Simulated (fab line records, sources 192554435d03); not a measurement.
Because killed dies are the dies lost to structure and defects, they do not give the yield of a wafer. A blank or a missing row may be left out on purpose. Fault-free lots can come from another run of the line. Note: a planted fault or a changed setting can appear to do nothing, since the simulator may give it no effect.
Chamber matching	flow n5-finfet	N5_PMOS_HMC_CHANNEL_EPI_HM_DEP_34 on pecvd-03 has 3 sister chambers
The step deposits SiO2 from TEOS/O2, target thk 36 nm, time 6.9 s. 24 wafers are shown with their chamber, then 12 later ones without.

EACH WAFER AND ITS CHAMBER
wafer	chamber	throttle-valve-pct (%)	showerhead-plenum-p-Torr (Torr)	heater-power-w (W)
L076.1	2	19.6	8.32	416
L076.2	1	18.1	8.32	541
L076.3	0	18.9	8.33	430
L076.4	1	18.2	8.28	542
L076.5	2	19.6	8.30	437
L076.6	0	18.7	8.33	439
L078.1	2	19.6	8.32	520
L078.4	2	19.8	8.27	501
L078.6	0	18.8	8.37	558
L083.1	0	18.6	8.34	536
L083.4	0	18.8	8.34	557
L083.6	2	19.7	8.28	524
L086.1	1	18.1	8.30	568
L086.4	2	19.6	8.32	455
L086.5	0	18.7	8.34	445
L087.4	2	19.9	8.31	508
L087.5	0	18.9	8.34	575
L087.6	1	17.9	8.30	601
L090.1	2	20.0	8.31	500
L090.5	2	19.8	8.30	509
L090.6	1	18.3	8.31	584
L091.2	1	17.8	8.30	579
L091.3	2	19.7	8.29	495
L091.4	1	18.1	8.31	586

SIGNATURES (means of the wafers above)
reading	chamber 0	chamber 1	chamber 2	scatter within a chamber
throttle-valve-pct	18.771	18.071	19.730	0.143
showerhead-plenum-p-Torr	8.3414	8.3029	8.3020	0.0151
heater-power-w	505.71	571.57	486.50	43.9
Rule: distance of a wafer from a chamber = root of the sum over the readings of ((wafer's reading minus chamber's mean) / reading's scatter) squared. If the next closest chamber is less than 2 further off than the closest, the wafer can't be placed; otherwise it belongs to the closest. The scatter: take each reading less its chamber's mean, square it, sum over the shown wafers, divide by the number of wafers less the number of chambers, and take the root.

WAFERS WHOSE CHAMBER IS MISSING
wafer	throttle-valve-pct (%)	showerhead-plenum-p-Torr (Torr)	heater-power-w (W)
L093.2	19.2	8.34	433
L093.3	19.8	8.31	521
L093.4	17.9	8.30	483
L094.2	19.8	8.27	493
L094.4	19.7	8.32	492
L094.5	18.3	8.30	541
L095.1	19.7	8.29	529
L095.3	19.1	8.32	530
L095.6	19.5	8.29	502
L096.2	19.6	8.31	505
L096.4	19.2	8.35	481
L096.6	17.9	8.30	529

WHICH CHAMBER EACH ONE RAN IN
wafer	from the rows above	in truth
L093.2	can't be placed: 0 or 2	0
L093.3	2	2
L093.4	1	1
L094.2	2	2
L094.4	2	2
L094.5	1	1
L095.1	2	2
L095.3	can't be placed: 0 or 2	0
L095.6	2	2
L096.2	2	2
L096.4	can't be placed: 0 or 2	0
L096.6	1	1
9 of 12 placed correctly. These rows do not allow placing 3 (true chamber among the candidates in 3). Number placed wrongly: 0.
